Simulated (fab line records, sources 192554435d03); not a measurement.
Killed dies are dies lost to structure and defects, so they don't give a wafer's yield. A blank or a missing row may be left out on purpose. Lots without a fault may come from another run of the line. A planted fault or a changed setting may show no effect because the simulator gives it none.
Chamber matching | flow n5_finfet | N5_BEOL_M0_SAQP_PECVD_00 on pecvd-02: 3 sister chambers
The step deposits SiCN from 3MS/NH3, target thk 8 nm, time 14 s. 3 wafers are shown with their chamber, then 7 later ones without.

WAFERS WITH THEIR CHAMBER
wafer  | chamber | throttle_valve_pct (%)
L083.4 | 0       | 8.1
L087.1 | 1       | 9.5
L087.5 | 2       | 8.7

WAFERS WITHOUT THEIR CHAMBER
wafer  | throttle_valve_pct (%)
L087.6 | 8.7
L091.2 | 8.9
L091.5 | 9.4
L091.6 | 8.6
L095.2 | 8.8
L095.4 | 9.6
L095.5 | 8.6

WHICH CHAMBER EACH WENT THROUGH
wafer  | from the rows above | in truth
L087.6 | 2                   | 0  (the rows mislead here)
L091.2 | 2                   | 2
L091.5 | 1                   | 1
L091.6 | 2                   | 2
L095.2 | 2                   | 2
L095.4 | 1                   | 1
L095.5 | 2                   | 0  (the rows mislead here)
Placed correctly: 5 of 7. Can't be placed from these rows: 0. Placed wrongly: 2.
How it was worked out, from the rows above alone: a wafer's distance from a chamber is the root of the sum, over the readings, of the square of ((its reading less the chamber's mean) divided by the reading's scatter). The wafer belongs to the nearest chamber; if the next one is less than 2 further off, it can't be placed. A chamber's mean is the mean of its shown wafers. The scatter: with one shown wafer a chamber, the root of the mean of the squares of how far each hidden wafer lies from its nearest shown one.
